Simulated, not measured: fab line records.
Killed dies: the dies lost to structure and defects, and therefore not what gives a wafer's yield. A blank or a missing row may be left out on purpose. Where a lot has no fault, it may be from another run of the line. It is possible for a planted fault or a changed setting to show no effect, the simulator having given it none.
Split-lot trial    flow n5Finfet    39 wafers read across 7 lots, on a route 1938 steps long

== THE SPLIT ==
At N5_BEOL_M4_VIA_ETCH_34 (etches the open film in C4F6/O2, target depth 69.4 nm, time 65.9 s), the setting targetDepthA was moved away from the recipe's 694 angstrom on 15 of the 39 wafers read, by -52.1% to +24.4%. All remaining wafers had this setting at the recipe value.

The reading comes from the split's own step.

== THE READING ==
SOC_of_BEOL_M4_COAT_67.thkNm (the simulator's own value, which no gauge read), in nm, at N5_BEOL_M4_VIA_ETCH_34 (etches the open film in C4F6/O2, target depth 69.4 nm, time 65.9 s). The file does not state a usual value for it. Average 52.1 nm, standard deviation 0.16 nm, over the 24 wafers here run with the recipe.

wafer   tool, chamber at the split  targetDepthA as run, angstrom  against the recipe  SOC_of_BEOL_M4_COAT_67.thkNm, nm  against lot-mates on the recipe
L076.1  rieDiel-02, 2               862                            +24.2%              50.2                              -1.9
L076.2  rieDiel-02, 3               694                            recipe              52                                -
L076.3  rieDiel-02, 0               694                            recipe              52.4                              -
L076.4  rieDiel-02, 2               694                            recipe              51.8                              -
L076.5  rieDiel-02, 3               862                            +24.2%              50                                -2.1
L076.6  rieDiel-02, 0               862                            +24.2%              50.2                              -1.9
L075.1  rieDiel-02, 0               694                            recipe              52.2                              -
L075.2  rieDiel-02, 3               863.6                          +24.4%              50.2                              -1.9
L075.3  rieDiel-02, 2               694                            recipe              52                                -
L075.4  rieDiel-02, 1               694                            recipe              52                                -
L075.5  rieDiel-02, 2               863.6                          +24.4%              50                                -2.1
L075.6  rieDiel-02, 1               863.6                          +24.4%              50                                -2.1
L082.1  rieDiel-02, 1               332.6                          -52.1%              56.2                              +4.1
L082.2  rieDiel-02, 0               694                            recipe              52.2                              -
L082.3  rieDiel-02, 2               694                            recipe              52                                -
L082.4  rieDiel-02, 3               332.6                          -52.1%              56                                +3.9
L082.5  rieDiel-02, 3               694                            recipe              52                                -
L082.6  rieDiel-02, 2               332.6                          -52.1%              56.2                              +4.1
L085.1  rieDiel-02, 1               694                            recipe              52                                -
L085.2  rieDiel-02, 2               694                            recipe              52                                -
L085.3  rieDiel-02, 3               694                            recipe              52                                -
L085.4  rieDiel-02, 0               694                            recipe              52.2                              -
L085.5  rieDiel-02, 1               694                            recipe              52                                -
L085.6  rieDiel-02, 2               694                            recipe              52.2                              -
L086.1  rieDiel-05, 3               815.4                          +17.5%              51                                -1.3
L086.2  rieDiel-05, 2               694                            recipe              52.2                              -
L086.3  rieDiel-05, 0               815.4                          +17.5%              50.8                              -1.5
L086.4  rieDiel-05, 1               815.4                          +17.5%              50.6                              -1.7
L086.5  rieDiel-05, 0               694                            recipe              52.4                              -
L086.6  rieDiel-05, 3               694                            recipe              52.2                              -
L091.1  rieDiel-04, 3               694                            recipe              52.2                              -
L091.4  rieDiel-04, 1               694                            recipe              52                                -
L091.5  rieDiel-04, 0               694                            recipe              52                                -
L094.1  rieDiel-02, 0               826.9                          +19.1%              50.4                              -1.5
L094.2  rieDiel-02, 1               826.9                          +19.1%              50.4                              -1.5
L094.3  rieDiel-02, 3               694                            recipe              51.8                              -
L094.4  rieDiel-02, 2               826.9                          +19.1%              50.4                              -1.5
L094.5  rieDiel-02, 2               694                            recipe              52                                -
L094.6  rieDiel-02, 3               694                            recipe              51.8                              -

FIT RESULTS
A straight line over all 39 wafers: SOC_of_BEOL_M4_COAT_67.thkNm changes by -0.079 nm for each +1% of targetDepthA; r = -0.99; the points scatter about the line by 0.16 nm.
The same after taking each lot's own level away (the mean of its wafers on the recipe; 39 wafers): -0.079 nm for each +1%; r = -1.00; scatter 0.12 nm.
The reading moves by 4.1 nm for the largest change in targetDepthA, on that fit.
Across the lots, their own levels run from 51.87 to 52.27 nm, a range of 2.5 times the standard deviation given above.
The two slopes are in agreement: the lot-to-lot level therefore moves the slope only a little.
Check: +4.09 nm against its lot-mates is what the line predicts for one of the wafers moved furthest among these (-52.1%) when that wafer is left out of the fit. Against them it came out at +4.13 nm.

== ADDITIONAL SPLITS CARRIED BY THESE WAFERS ==
These wafers also went through other splits before the reading. Each is held against what the fit with the lots' levels taken away leaves over:
other split on the same wafers             wafers away from the commonest value  r with SOC_of_BEOL_M4_COAT_67.thkNm (lot level and that fit taken away)
N5_BEOL_M0_SAQP_SPACER2_ALD_26 targetThkA  12                                    +0.01

== THE WHOLE CHAIN: every reading that the file lists as answering this split, in the file's order ==
step                    what it does                                                        reading                                                                        change (the file's fit)                 r (the file's)
N5_BEOL_M4_VIA_ETCH_34  etches the open film in C4F6/O2, target depth 69.4 nm, time 65.9 s  etch.depthNm (the simulator's own value, which no gauge read)                  +0.684 nm for each +1% of the setting   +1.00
N5_BEOL_M4_VIA_ETCH_34  etches the open film in C4F6/O2, target depth 69.4 nm, time 65.9 s  SOC_of_BEOL_M4_COAT_67.thkNm (the simulator's own value, which no gauge read)  -0.0791 nm for each +1% of the setting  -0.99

== THE FILE'S OWN FIT ==
SOC_of_BEOL_M4_COAT_67.thkNm changes by -0.0791 nm for each +1% of targetDepthA, r = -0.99.
